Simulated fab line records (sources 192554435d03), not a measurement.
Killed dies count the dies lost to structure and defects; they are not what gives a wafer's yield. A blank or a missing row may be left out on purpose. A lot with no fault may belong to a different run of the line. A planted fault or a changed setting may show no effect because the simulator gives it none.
Matching of chambers :: flow n5 finfet :: N5_BEOL_M4_ETCHBACK_99 on rie diel-06 has 4 sister chambers
The step etches SiO2 in CHF3, target depth 5 nm, time 10.4 s. 16 wafers are shown with their chamber, then 8 later ones without.

== WAFERS, EACH WITH ITS CHAMBER ==
wafer: L074.1
chamber: 3
drypump motor current A (A): 5.1
showerhead plenum p Torr (Torr): 2.10
rf vpp V (V): 231

wafer: L074.3
chamber: 2
drypump motor current A (A): 5.8
showerhead plenum p Torr (Torr): 2.19
rf vpp V (V): 240

wafer: L074.4
chamber: 0
drypump motor current A (A): 5.2
showerhead plenum p Torr (Torr): 2.24
rf vpp V (V): 232

wafer: L075.1
chamber: 3
drypump motor current A (A): 5.1
showerhead plenum p Torr (Torr): 2.10
rf vpp V (V): 233

wafer: L075.4
chamber: 1
drypump motor current A (A): 6.3
showerhead plenum p Torr (Torr): 2.27
rf vpp V (V): 231

wafer: L075.6
chamber: 1
drypump motor current A (A): 6.3
showerhead plenum p Torr (Torr): 2.27
rf vpp V (V): 231

wafer: L084.1
chamber: 2
drypump motor current A (A): 5.8
showerhead plenum p Torr (Torr): 2.18
rf vpp V (V): 240

wafer: L084.2
chamber: 3
drypump motor current A (A): 5.0
showerhead plenum p Torr (Torr): 2.09
rf vpp V (V): 230

wafer: L084.5
chamber: 1
drypump motor current A (A): 6.3
showerhead plenum p Torr (Torr): 2.26
rf vpp V (V): 232

wafer: L086.3
chamber: 0
drypump motor current A (A): 5.2
showerhead plenum p Torr (Torr): 2.22
rf vpp V (V): 232

wafer: L086.4
chamber: 1
drypump motor current A (A): 6.4
showerhead plenum p Torr (Torr): 2.26
rf vpp V (V): 233

wafer: L086.6
chamber: 2
drypump motor current A (A): 5.8
showerhead plenum p Torr (Torr): 2.18
rf vpp V (V): 240

wafer: L088.2
chamber: 1
drypump motor current A (A): 6.3
showerhead plenum p Torr (Torr): 2.26
rf vpp V (V): 232

wafer: L088.4
chamber: 3
drypump motor current A (A): 5.0
showerhead plenum p Torr (Torr): 2.09
rf vpp V (V): 232

wafer: L088.6
chamber: 1
drypump motor current A (A): 6.4
showerhead plenum p Torr (Torr): 2.26
rf vpp V (V): 231

wafer: L087.2
chamber: 0
drypump motor current A (A): 5.1
showerhead plenum p Torr (Torr): 2.22
rf vpp V (V): 233

SIGNATURES (means of the wafers above)
reading: drypump motor current A
chamber 0: 5.167
chamber 1: 6.333
chamber 2: 5.800
chamber 3: 5.050
scatter within a chamber: 0.05

reading: showerhead plenum p Torr
chamber 0: 2.2267
chamber 1: 2.2633
chamber 2: 2.1833
chamber 3: 2.0950
scatter within a chamber: 0.00687

reading: rf vpp V
chamber 0: 232.33
chamber 1: 231.67
chamber 2: 240.00
chamber 3: 231.50
scatter within a chamber: 0.866
Rule: for each reading, subtract the chamber's mean from the wafer's reading, divide by that reading's scatter and square the result; add these up over the readings and take the root, which gives the wafer's distance from the chamber. If the next closest chamber is less than 2 further off than the closest, the wafer can't be placed; otherwise it belongs to the closest. The scatter: the root of (the sum of the squares of (reading less its chamber's mean) over the shown wafers, divided by (wafers less chambers)).

== WAFERS WITH NO CHAMBER GIVEN ==
wafer: L087.4
drypump motor current A (A): 5.1
showerhead plenum p Torr (Torr): 2.09
rf vpp V (V): 232

wafer: L087.6
drypump motor current A (A): 5.1
showerhead plenum p Torr (Torr): 2.09
rf vpp V (V): 233

wafer: L090.2
drypump motor current A (A): 6.4
showerhead plenum p Torr (Torr): 2.26
rf vpp V (V): 231

wafer: L090.3
drypump motor current A (A): 5.8
showerhead plenum p Torr (Torr): 2.17
rf vpp V (V): 239

wafer: L090.5
drypump motor current A (A): 6.4
showerhead plenum p Torr (Torr): 2.26
rf vpp V (V): 231

wafer: L089.1
drypump motor current A (A): 6.3
showerhead plenum p Torr (Torr): 2.26
rf vpp V (V): 231

wafer: L089.3
drypump motor current A (A): 5.0
showerhead plenum p Torr (Torr): 2.09
rf vpp V (V): 232

wafer: L089.6
drypump motor current A (A): 5.2
showerhead plenum p Torr (Torr): 2.22
rf vpp V (V): 232

== THE CHAMBER EACH PASSED THROUGH ==
wafer: L087.4
from the rows above: 3
in truth: 3

wafer: L087.6
from the rows above: 3
in truth: 3

wafer: L090.2
from the rows above: 1
in truth: 1

wafer: L090.3
from the rows above: 2
in truth: 2

wafer: L090.5
from the rows above: 1
in truth: 1

wafer: L089.1
from the rows above: 1
in truth: 1

wafer: L089.3
from the rows above: 3
in truth: 3

wafer: L089.6
from the rows above: 0
in truth: 0
Placed correctly: 8 of 8. Can't be placed from these rows: 0. Number placed wrongly: 0.
